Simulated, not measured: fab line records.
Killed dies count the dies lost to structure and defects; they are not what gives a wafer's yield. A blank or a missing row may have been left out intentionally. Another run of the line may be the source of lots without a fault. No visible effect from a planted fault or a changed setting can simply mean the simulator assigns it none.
fab line records	flow n5Finfet
record lots=7	wafers=21
route steps=1938 shown BEOL_M4@1081 BEOL_M5@1120 BEOL_M8@1335
startH: start of the lot's first displayed wafer, in hours after the record's first day	waitH: time in hours since the lot's previous step	" the same as in the row above	L1.1+2: a row that stands for several wafers	- no value, or no start was given	* or withheld: withheld	< > ~ a bound
route shown NAME@n: NAME is a module with steps in the file, n the number in the route of the first one	usual: average and standard deviation across the fault-free wafers	same: alike in all rows	chamber/n: place in a boat	sites: readings site by site	_std_site: how widely they spread, as a standard deviation	_edge_site: inner sites' mean taken away from outer sites' mean	radiusMm: how far each site lies from the wafer's centre	mask NAME#n: copy n	behind: the last tool/chamber to shape the wafer	hold: why the lot went on hold/how many hours it stayed there/how the hold came to an end	device: the n, p or np transistor that did not switch	end of line: tests run on the same wafers once the route is complete	step lacking rows: just its recipe	killed: the dies lost at the first sort to structure and to defects; this is not the yield of the wafer	map: shows each die of a wafer: x if killed, . if not, _ if none is there
set.NAME: the setting as run; set.NAME@STEP: as run at that earlier step	model.NAME: the simulator's own value behind a step, which no gauge read
lots run with intentionally changed settings; tables by step, rows by wafer
## steps
# step N5_BEOL_M4_ALD_84
# recipe material=TaN	targetThkA=*	tempC=275	aldPrecursorFamily=PDMAT	aldCoReactant=NH3	pressureTorr=3	carrierFlowSccm=1500	pulseTimeS=2	purgeTimeS=3	coReactantPurgeTimeS=2	coReactantPulseTimeS=3	aldCycles=30	precursorVesselTempC=75	precursorVesselPressureTorr=26.25	precursorVesselCarrierSccm=1000
lot.wafer	tool	chamber	startH	waitH	set.coReactantPulseTimeS
L075.1+5	aldMetal-01	2	179.91	0.0	2.518
L075.3	"	3	"	"	3
L078.3+4+6	aldMetal-01	0,1,2	189.41	0.1	3
L083.4+5+6	aldMetal-01	1,2,1	217.69	0.2	3
L082.1	aldMetal-01	1	224.58	0.0	3
L082.3+5	"	2,0	"	"	3.288
L084.1+5	aldMetal-03	0,2	227.54	0.0	3
L084.4	"	3	"	"	2.388
L087.1	aldMetal-02	0	251.09	0.0	3
L087.2+4	"	3,1	"	"	3.613
L093.1	aldMetal-02	1	279.00	0.2	3.624
L093.4+5	"	0,2	"	"	3
# step N5_BEOL_M4_SURFACE_TREAT_85
# recipe gas=Ar	timeS=*	ionEnergyEv=*	ionCurrentMaCm2=0.5	pressureMtorr=*	arFlowSccm=30
# step N5_BEOL_M4_CVD_47
# recipe material=Co	targetThkA=30	tempC=withheld	precursor=CCTBA/H2	pressureTorr=30	timeS=223.8
# step N5_BEOL_M4_ECD_50
# recipe material=Cu	targetThkA=3000
# step N5_BEOL_M4_ANNEAL_51
# recipe tempC=225	timeS=90	ambient=N2
# step N5_BEOL_M4_CMP_52
# recipe stopOn=SiOC	tOverpolishS=6.8	downForcePsi=1	platenRpm=50	clearingPlatenDownForcePsi=1.5	clearingPlatenRpm=50	postCmpClean=cuAlkaline	targetThkNm=40	clearingPlatenPadVelocityMS=0.99484	padVelocityMS=0.99484
lot.wafer	tool	chamber	startH	waitH	set.timeS@BEOL_M4_TRENCH_ETCH_37	model.Cu_of_BEOL_M4_ECD_50.thkNm
L075.3	cmp-02	3	183.44	0.2	29.2	41.6
L075.1	"	0	"	"	29.2	41.4
L075.5	"	2	"	"	23.65	30.8
L078.3	cmp-03	0	192.73	0.4	29.2	38.6
L078.4	"	3	"	"	25.11	32.2
L078.6	"	1	"	"	29.2	40.2
L083.4+5	cmp-01	1,2	221.33	0.1	29.2	39.6
L083.6	"	1	"	"	29.2	40.8
L082.3	cmp-02	1	227.37	0.2	22.7	28.2
L082.1	"	3	"	"	22.7	29.2
L082.5	"	0	"	"	22.7	27.4
L084.4	cmp-01	0	230.53	0.2	29.2	41
L084.1	"	1	"	"	29.2	40.6
L084.5	"	2	"	"	33.47	47.2
L087.4	cmp-01	0	253.94	0.1	29.2	38.2
L087.2	"	1	"	"	25.92	33.6
L087.1	"	2	"	"	25.92	33.2
L093.1	cmp-02	3	283.62	0.3	29.2	40.4
L093.4	"	1	"	"	29.2	43
L093.5	"	0	"	"	29.2	42.2
# step N5_BEOL_M4_THK_MEAS_53
# recipe thkMeasGauge=xrf	reads=Cu_of_BEOL_M4_ECD_50
# usual M4_THK=39.8/1.6
lot.wafer	tool	chamber	startH	waitH	set.timeS@BEOL_M4_TRENCH_ETCH_37	M4_THK[nm]
L075.1	filmMetro-02	-	183.66	-	29.2	41.1
L075.3	"	-	"	"	29.2	41.3
L075.5	"	-	"	"	23.65	30.5
L078.3	filmMetro-02	-	193.03	-	29.2	38.7
L078.4	"	-	"	"	25.11	32.2
L078.6	"	-	"	"	29.2	40.3
L083.4	filmMetro-01	-	221.63	-	29.2	39.1
L083.5	"	-	"	"	29.2	39.1
L083.6	"	-	"	"	29.2	40.4
L082.1	filmMetro-02	-	227.63	-	22.7	29.3
L082.3	"	-	"	"	22.7	28.2
L082.5	"	-	"	"	22.7	27.6
L084.1	filmMetro-02	-	230.75	-	29.2	40.5
L084.4	"	-	"	"	29.2	40.7
L084.5	"	-	"	"	33.47	46.7
L087.1	filmMetro-01	-	254.24	-	25.92	32.9
L087.2	"	-	"	"	25.92	33.2
L087.4	"	-	"	"	29.2	37.9
L093.1	filmMetro-01	-	283.92	-	29.2	40.0
L093.4	"	-	"	"	29.2	42.1
L093.5	"	-	"	"	29.2	41.6
# step N5_BEOL_M4_PRE_CLEAN_60
# recipe gas=NH3/H2	timeS=15	tempC=*	rfPowerW=300
# step N5_BEOL_M4_CO_CAP_55
# recipe material=Co	targetThkA=20	tempC=200	precursor=CCTBA/H2	pressureTorr=30	timeS=102.1
# step N5_BEOL_M4_PRE_CLEAN_56
# recipe gas=NH3	timeS=15	tempC=withheld	rfPowerW=300
# step N5_BEOL_M4_DEP_57
# recipe material=SiCN	targetThkA=80	tempC=withheld	precursor=3MS/NH3	pressureTorr=3	rfW=202	timeS=14
# step N5_BEOL_M4_RS_MEAS_58
# recipe thkMeasGauge=four-point-probe	reads=Co_of_BEOL_M4_CO_CAP_55+Cu_of_BEOL_M4_ECD_50+Co_of_BEOL_M4_CVD_47+TaN_of_BEOL_M4_ALD_84
# usual M4_RS=0.67/0.034
lot.wafer	tool	chamber	startH	waitH	set.timeS@BEOL_M4_TRENCH_ETCH_37	M4_RS[ohm/sq]
L075.1	filmMetro-02	-	183.92	0.0	29.2	0.64
L075.3	"	-	"	"	29.2	0.64
L075.5	"	-	"	"	23.65	0.94
L078.3	filmMetro-02	-	193.52	0.1	29.2	0.70
L078.4	"	-	"	"	25.11	0.89
L078.6	"	-	"	"	29.2	0.67
L083.4	filmMetro-01	-	221.89	0.0	29.2	0.67
L083.5	"	-	"	"	29.2	0.68
L083.6	"	-	"	"	29.2	0.65
L082.1	filmMetro-02	-	227.92	0.1	22.7	1.01
L082.3	"	-	"	"	22.7	1.06
L082.5	"	-	"	"	22.7	1.10
L084.1	filmMetro-02	-	231.04	0.1	29.2	0.66
L084.4	"	-	"	"	29.2	0.65
L084.5	"	-	"	"	33.47	0.54
L087.1	filmMetro-01	-	254.50	0.0	25.92	0.85
L087.2	"	-	"	"	25.92	0.84
L087.4	"	-	"	"	29.2	0.71
L093.1	filmMetro-01	-	284.19	0.0	29.2	0.66
L093.4	"	-	"	"	29.2	0.61
L093.5	"	-	"	"	29.2	0.62
# step N5_BEOL_M5_COAT_05
# recipe resist=CAR-EUV	spinRpm=1500	resistThkNm=30
lot.wafer	tool	chamber	startH	waitH	set.spinRpm	model.CAR-EUV_of_BEOL_M5_COAT_05.thkNm
L075.1	lithoTrack-04	0	-	-	1334	31.8
L075.3+5	"	0	"	"	1500	30
L078.3+4	lithoTrack-05	0	-	-	1500	30
L078.6	"	0	"	"	1455	30.4
L083.4	lithoTrack-01	0	-	-	1500	29.8
L083.5+6	"	0	"	"	1500	30
L082.1	lithoTrack-04	0	-	-	1338	31.6
L082.3+5	"	0	"	"	1500	29.8
L084.1+4	lithoTrack-01	0	-	-	1500	30
L084.5	"	0	"	"	1561	29.4
L087.1	lithoTrack-05	0	-	-	1500	30
L087.2	"	0	"	"	1578	29.2
L087.4	"	0	"	"	1500	29.8
L093.1+4+5	lithoTrack-05	0	-	-	1500	30
# step N5_BEOL_M5_EBR_07
# recipe solvent=PGMEA	ebrWidthMm=1.5
# step N5_BEOL_M5_SOFTBAKE_06
# recipe tempC=110	timeS=60	resist=CAR-EUV
# step N5_BEOL_M5_EXPOSE_08
# recipe maskId=M5	na=0.33	sourceShape=annular	sigmaInner=0.4	sigmaOuter=0.8	polarization=unpolarized	targetCdNm=28	doseMj=35.75
# step N5_BEOL_M5_PEB_09
# recipe pebTempC=100	pebTimeS=60	resist=CAR-EUV
# step N5_BEOL_M5_DEVELOP_10
# recipe developTimeS=30	developer=TMAH	resist=CAR-EUV	rinseLiquid=surfactantRinse	dry=airSpin	devTempC=23
lot.wafer	tool	chamber	startH	waitH	set.spinRpm@BEOL_M5_COAT_05	model.CAR-EUV_of_BEOL_M5_COAT_05.thkNm
L075.1	lithoTrack-01	0	-	-	1334	31.2
L075.3	"	0	"	"	1500	29.4
L075.5	"	0	"	"	1500	29.6
L078.3+4	lithoTrack-04	0	-	-	1500	29.6
L078.6	"	0	"	"	1455	30
L083.4+5+6	lithoTrack-05	0	-	-	1500	29.4
L082.1	lithoTrack-05	0	-	-	1338	31
L082.3+5	"	0	"	"	1500	29.4
L084.1+4	lithoTrack-01	0	-	-	1500	29.6
L084.5	"	0	"	"	1561	29
L087.1+4	lithoTrack-01	0	-	-	1500	29.4
L087.2	"	0	"	"	1578	28.6
L093.1	lithoTrack-04	0	-	-	1500	29.4
L093.4+5	"	0	"	"	1500	29.6
# step N5_BEOL_M5_ETCH_62
# recipe chemistry=N2/H2	target=SOC	targetDepthA=750	overetchA=150	maskMaterial=SiARC	tempC=40	timeS=112.5	ionEnergyEv=200	pressureMtorr=30	sourceW=840	biasW=150	n2FlowSccm=200	h2FlowSccm=200
# usual rfVppV=524.6/2.7
lot.wafer	tool	chamber	startH	waitH	set.sourceW	rfVppV	model.SiARC_of_BEOL_M5_COAT_60.thkNm
L075.1	rieDiel-01	1	189.16	0.0	840	521.1	7
L075.3	"	2	"	"	731.6	545.2	7.4
L075.5	"	2	"	"	731.6	545.5	7.4
L078.3	rieDiel-04	0	196.89	0.0	840	523.5	6.8
L078.4	"	2	"	"	901.8	515.7	6.6
L078.6	"	3	"	"	901.8	517.0	6.4
L083.4	rieDiel-04	2	224.94	0.0	840	528.1	6.6
L083.5	"	3	"	"	840	528.3	6.6
L083.6	"	2	"	"	840	527.8	6.6
L082.1	rieDiel-05	0	231.42	0.0	840	524.1	7
L082.3	"	3	"	"	840	526.4	7
L082.5	"	0	"	"	768.2	541.7	7.2
L084.1	rieDiel-04	1	234.94	0.0	840	526.8	6.6
L084.4	"	0	"	"	840	523.6	6.6
L084.5	"	1	"	"	762	544.6	6.8
L087.1	rieDiel-05	2	257.39	0.0	717.9	551.4	7
L087.2	"	3	"	"	717.9	553.0	7.4
L087.4	"	0	"	"	717.9	553.2	7.4
L093.1	rieDiel-01	0	288.26	0.0	966	503.1	6.2
L093.4	"	3	"	"	840	523.5	6.8
L093.5	"	1	"	"	840	520.3	6.8
# step N5_BEOL_M5_TRENCH_ETCH_37
# recipe chemistry=C4F6/O2	targetDepthA=716.52	target=SiCOH_lowk	timeS=24.7	ionEnergyEv=250	pressureMtorr=30	sourceW=345	biasW=185	Ar_flow_sccm=300	C4F6_flow_sccm=10	O2_flow_sccm=10
# usual rfVppV=661/13
lot.wafer	tool	chamber	startH	waitH	set.biasW	rfVppV
L075.1	rieDiel-05	2	-	-	185	688
L075.3	"	1	"	"	163.3	597
L075.5	"	2	"	"	185	687
L078.3	rieDiel-01	2	-	-	185	653
L078.4	"	1	"	"	185	648
L078.6	"	3	"	"	185	659
L083.4	rieDiel-01	2	-	-	185	652
L083.5	"	3	"	"	185	661
L083.6	"	1	"	"	185	649
L082.1	rieDiel-04	2	-	-	166.6	625
L082.3	"	0	"	"	185	647
L082.5	"	0	"	"	166.6	596
L084.1	rieDiel-01	2	-	-	162.7	589
L084.4	"	2	"	"	185	651
L084.5	"	3	"	"	185	662
L087.1	rieDiel-01	1	-	-	185	648
L087.2	"	2	"	"	185	652
L087.4	"	3	"	"	194.2	688
L093.1	rieDiel-04	1	-	-	185	666
L093.4	"	0	"	"	185	646
L093.5	"	0	"	"	185	646
# step N5_BEOL_M5_ETCH_41
# recipe chemistry=CH3F/O2	target=SiCN	targetDepthA=315	taperDeg=2	timeS=56.7	ionEnergyEv=120	maskMaterial=TiN	pressureMtorr=30	sourceW=395	biasW=75	Ar_flow_sccm=150	CH3F_flow_sccm=30	O2_flow_sccm=20
# usual rfVppV=297.6/1.6
lot.wafer	tool	chamber	startH	waitH	set.sourceW	rfVppV	model.etch.depthNm
L075.1	rieDiel-05	2	-	-	395	297.5	21.91
L075.3	"	1	"	"	395	296.9	21.75
L075.5	"	2	"	"	395	298.1	21.99
L078.3	rieDiel-01	2	-	-	449.1	283.3	22.11
L078.4	"	1	"	"	449.1	284.0	22.53
L078.6	"	3	"	"	395	297.8	21.18
L083.4	rieDiel-01	2	-	-	395	296.6	21.49
L083.5	"	3	"	"	395	297.2	21.14
L083.6	"	1	"	"	395	296.4	21.32
L082.1	rieDiel-04	2	-	-	395	298.3	22.02
L082.3	"	0	"	"	395	295.4	21.79
L082.5	"	0	"	"	395	295.5	21.95
L084.1	rieDiel-01	2	-	-	395	296.2	21.45
L084.4	"	2	"	"	395	296.6	21.28
L084.5	"	3	"	"	395	298.3	21.19
L087.1	rieDiel-01	1	-	-	395	296.2	21.61
L087.2	"	2	"	"	395	295.5	21.29
L087.4	"	3	"	"	395	296.8	21.32
L093.1	rieDiel-04	1	-	-	414.2	293.7	22.07
L093.4	"	0	"	"	395	296.0	21.85
L093.5	"	0	"	"	395	297.4	21.86
# step N5_BEOL_M8_PECVD_70
# recipe material=SiO2	targetThkA=200	tempC=400	precursor=TEOS/O2	pressureTorr=5.5	rfW=450	teosFlowSccm=53.8	gas=O2	flowSccm=3000	timeS=22.7
lot.wafer	tool	chamber	startH	waitH	set.tempC	model.SiO2_of_BEOL_M8_PECVD_70.thkNm
L075.1	pecvd-01	2	216.84	0.0	391.1	20.6
L075.3	"	2	"	"	391.1	21
L075.5	"	2	"	"	400	20.2
L078.3	pecvd-03	0	222.82	0.1	417.2	17.6
L078.4	"	1	"	"	417.2	17.8
L078.6	"	0	"	"	400	19.8
L083.4+6	pecvd-01	1,0	252.53	0.1	400	20.4
L083.5	"	2	"	"	400	20
L082.1	pecvd-01	1	260.64	0.0	412.1	18.4
L082.3	"	2	"	"	400	19.8
L082.5	"	0	"	"	400	20.4
L084.1	pecvd-03	1	261.00	0.0	400	19.8
L084.4	"	0	"	"	384.1	22
L084.5	"	2	"	"	400	20.4
L087.1	pecvd-01	2	286.57	0.0	387.9	21.8
L087.2	"	0	"	"	387.9	22
L087.4	"	2	"	"	387.9	22.2
L093.1	pecvd-04	2	320.42	0.0	391.2	21.8
L093.4	"	2	"	"	400	20.8
L093.5	"	0	"	"	400	20.4
# step N5_BEOL_M8_DESCUM_16
# recipe chemistry=O2	timeS=7.9	sourcePowerW=50	biasPowerW=20	pressureMtorr=20	rfFrequencyHz=2.712e+07	tempC=40	resist=CAR-ArF	o2FlowSccm=225
lot.wafer	tool	chamber	startH	waitH	set.timeS	model.CAR-ArF_of_BEOL_M8_COAT_05.thkNm
L075.1	rieDiel-06	0	218.19	0.0	7.9	83.4
L075.3	"	1	"	"	6.205	84.6
L075.5	"	1	"	"	6.205	84.8
L078.3	rieDiel-06	1	224.98	0.3	7.9	83.6
L078.4	"	0	"	"	8.966	83
L078.6	"	1	"	"	8.966	82.8
L083.4+6	rieDiel-02	3,1	254.81	0.6	7.9	83.8
L083.5	"	0	"	"	7.9	84
L082.1	rieDiel-03	3	261.78	0.0	7.9	83.4
L082.3	"	0	"	"	6.934	83.8
L082.5	"	3	"	"	6.934	84
L084.1	rieDiel-03	0	264.91	0.0	7.9	83.4
L084.4	"	3	"	"	7.9	83.6
L084.5	"	1	"	"	7.9	83.2
L087.1	rieDiel-02	2	288.39	0.1	7.9	83.4
L087.2	"	1	"	"	7.9	83.8
L087.4	"	2	"	"	9.604	82.4
L093.1+4	rieDiel-02	0	322.13	0.0	9.05	82.8
L093.5	"	3	"	"	7.9	83.4
# step N5_BEOL_M8_ETCH_61
# recipe chemistry=CF4	target=SiARC	targetDepthA=455	maskMaterial=CAR-ArF	timeS=75.8	ionEnergyEv=80	pressureMtorr=40	sourceW=545	biasW=36	Ar_flow_sccm=100	cf4FlowSccm=100	ends=cleared
lot.wafer	tool	chamber	startH	waitH	set.timeS@BEOL_M8_DESCUM_16	model.CAR-ArF_of_BEOL_M8_COAT_05.thkNm
L075.1	rieDiel-06	0	218.22	0.0	7.9	50.8
L075.3	"	1	"	"	6.205	52
L075.5	"	1	"	"	6.205	52.4
L078.3	rieDiel-06	1	225.01	0.0	7.9	51.2
L078.4+6	"	0,1	"	"	8.966	50.4
L083.4	rieDiel-02	3	254.86	0.0	7.9	51.2
L083.5+6	"	0,1	"	"	7.9	51.4
L082.1	rieDiel-03	3	261.81	0.0	7.9	50.8
L082.3	"	0	"	"	6.934	51
L082.5	"	3	"	"	6.934	51.2
L084.1+4	rieDiel-03	0,3	264.94	0.0	7.9	51
L084.5	"	1	"	"	7.9	50.8
L087.1	rieDiel-02	2	288.43	0.0	7.9	50.8
L087.2	"	1	"	"	7.9	51.2
L087.4	"	2	"	"	9.604	49.8
L093.1	rieDiel-02	0	322.17	0.0	9.05	50.4
L093.4	"	0	"	"	9.05	50.6
L093.5	"	3	"	"	7.9	50.8
# step N5_BEOL_M8_ETCH_62
# recipe chemistry=N2/H2	target=SOC	targetDepthA=1100	overetchA=220	maskMaterial=SiARC	tempC=40	timeS=165	ionEnergyEv=200	pressureMtorr=30	sourceW=840	biasW=150	n2FlowSccm=200	h2FlowSccm=200
# usual rfVppV=523.8/2.6
lot.wafer	tool	chamber	startH	waitH	set.biasW	rfVppV	model.SiARC_of_BEOL_M8_COAT_60.thkNm
L075.1	rieDiel-06	0	218.28	0.0	150	525.1	28.4
L075.3	"	1	"	"	150	523.8	28.2
L075.5	"	1	"	"	150	523.0	28
L078.3	rieDiel-06	1	225.07	0.0	150	523.5	28.2
L078.4	"	0	"	"	150	525.1	28.2
L078.6	"	1	"	"	157.2	539.5	27.6
L083.4	rieDiel-02	3	254.95	0.1	150	522.8	28.2
L083.5	"	0	"	"	150	521.5	28.8
L083.6	"	1	"	"	150	525.7	28.2
L082.1	rieDiel-03	3	261.87	0.0	150	526.2	28.6
L082.3	"	0	"	"	150	521.1	28.4
L082.5	"	3	"	"	150	528.2	28.4
L084.1	rieDiel-03	0	265.00	0.0	150	521.1	28.2
L084.4	"	3	"	"	174.7	581.2	27
L084.5	"	1	"	"	150	526.6	28.4
L087.1	rieDiel-02	2	288.48	0.0	150	521.8	27.8
L087.2	"	1	"	"	150	525.5	28.2
L087.4	"	2	"	"	157.6	540.1	27.4
L093.1	rieDiel-02	0	322.22	0.0	170.1	567.0	27.2
L093.4	"	0	"	"	150	522.7	28.2
L093.5	"	3	"	"	150	523.7	28.2
# step N5_BEOL_M8_STRIP_68
# recipe chemistry=N2/H2	tempC=40	n2FlowSccm=200	h2FlowSccm=200	rfFrequencyHz=6e+07
# step N5_BEOL_M8_STRIP_67
# recipe chemistry=CF4	resist=SiARC	powerW=300	biasPowerW=75	pressureMtorr=50	cf4FlowSccm=150	rfFrequencyHz=6e+07
# step N5_BEOL_M8_STRIP_80
# recipe chemistry=N2/H2	timeS=10	powerW=450	tempC=40	pressureMtorr=20	rfFrequencyHz=6e+07	biasPowerW=7	n2FlowSccm=200	h2FlowSccm=200
# step N5_BEOL_M8_HM_STRIP_39
# recipe chemistry=peroxideTinStrip	material=TiN	targetDepthA=250	tempC=50	timeS=158
lot.wafer	tool	chamber	startH	waitH	set.tempC@BEOL_M8_PECVD_70	model.SiO2_of_BEOL_M8_PECVD_70.thkNm
L075.1	wetBench-05	4	219.84	0.0	391.1	20.4
L075.3	"	0	"	"	391.1	21
L075.5	"	6	"	"	400	20
L078.3	wetBench-01	0	227.09	0.0	417.2	17.4
L078.4	"	7	"	"	417.2	17.6
L078.6	"	1	"	"	400	19.8
L083.4+6	wetBench-05	0,6	258.62	0.0	400	20.2
L083.5	"	7	"	"	400	19.8
L082.1	wetBench-05	4	263.62	0.0	412.1	18.2
L082.3	"	2	"	"	400	19.6
L082.5	"	7	"	"	400	20.2
L084.1	wetBench-06	6	268.03	0.0	400	19.6
L084.4	"	0	"	"	384.1	21.8
L084.5	"	1	"	"	400	20.2
L087.1	wetBench-06	5	292.58	0.0	387.9	21.6
L087.2	"	2	"	"	387.9	21.8
L087.4	"	6	"	"	387.9	22
L093.1	wetBench-06	6	324.90	0.0	391.2	21.6
L093.4	"	4	"	"	400	20.6
L093.5	"	2	"	"	400	20.2
## key
split step=N5_BEOL_M4_ALD_84	setting=coReactantPulseTimeS	stated=3	by=wafer
response none clear
split step=N5_BEOL_M5_COAT_05	setting=spinRpm	stated=1500	by=wafer
response step=N5_BEOL_M5_COAT_05	reading=model.CAR-EUV_of_BEOL_M5_COAT_05.thkNm	change=-0.16	per=1%	r=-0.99
response step=N5_BEOL_M5_DEVELOP_10	reading=model.CAR-EUV_of_BEOL_M5_COAT_05.thkNm	change=-0.15	per=1%	r=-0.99
split step=N5_BEOL_M5_ETCH_62	setting=sourceW	stated=840	by=wafer
response step=N5_BEOL_M5_ETCH_62	reading=rfVppV	change=-1.6	per=1%	r=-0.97
response step=N5_BEOL_M5_ETCH_62	reading=model.SiARC_of_BEOL_M5_COAT_60.thkNm	change=-0.033	per=1%	r=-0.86
split step=N5_BEOL_M5_TRENCH_ETCH_37	setting=biasW	stated=185	by=wafer
response step=N5_BEOL_M5_TRENCH_ETCH_37	reading=rfVppV	change=+5.98	per=1%	r=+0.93
split step=N5_BEOL_M5_ETCH_41	setting=sourceW	stated=395	by=wafer
response step=N5_BEOL_M5_ETCH_41	reading=rfVppV	change=-0.987	per=1%	r=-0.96
response step=N5_BEOL_M5_ETCH_41	reading=model.etch.depthNm	change=+0.0793	per=1%	r=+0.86
split step=N5_BEOL_M8_PECVD_70	setting=tempC	stated=400	by=wafer
response step=N5_BEOL_M8_PECVD_70	reading=model.SiO2_of_BEOL_M8_PECVD_70.thkNm	change=-0.483	per=1%	r=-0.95
response step=N5_BEOL_M8_HM_STRIP_39	reading=model.SiO2_of_BEOL_M8_PECVD_70.thkNm	change=-0.503	per=1%	r=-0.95
split step=N5_BEOL_M8_DESCUM_16	setting=timeS	stated=7.9	by=wafer
response step=N5_BEOL_M8_DESCUM_16	reading=model.CAR-ArF_of_BEOL_M8_COAT_05.thkNm	change=-0.0531	per=1%	r=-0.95
response step=N5_BEOL_M8_ETCH_61	reading=model.CAR-ArF_of_BEOL_M8_COAT_05.thkNm	change=-0.0509	per=1%	r=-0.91
split step=N5_BEOL_M8_ETCH_62	setting=biasW	stated=150	by=wafer
response step=N5_BEOL_M8_ETCH_62	reading=rfVppV	change=+3.38	per=1%	r=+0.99
response step=N5_BEOL_M8_ETCH_62	reading=model.SiARC_of_BEOL_M8_COAT_60.thkNm	change=-0.0815	per=1%	r=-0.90
split outsideThisFile step=N5_BEOL_M4_TRENCH_ETCH_37 setting=timeS
# split outsideThisFile: this setting was split too, and the file shows its column; the key of that split is in another file
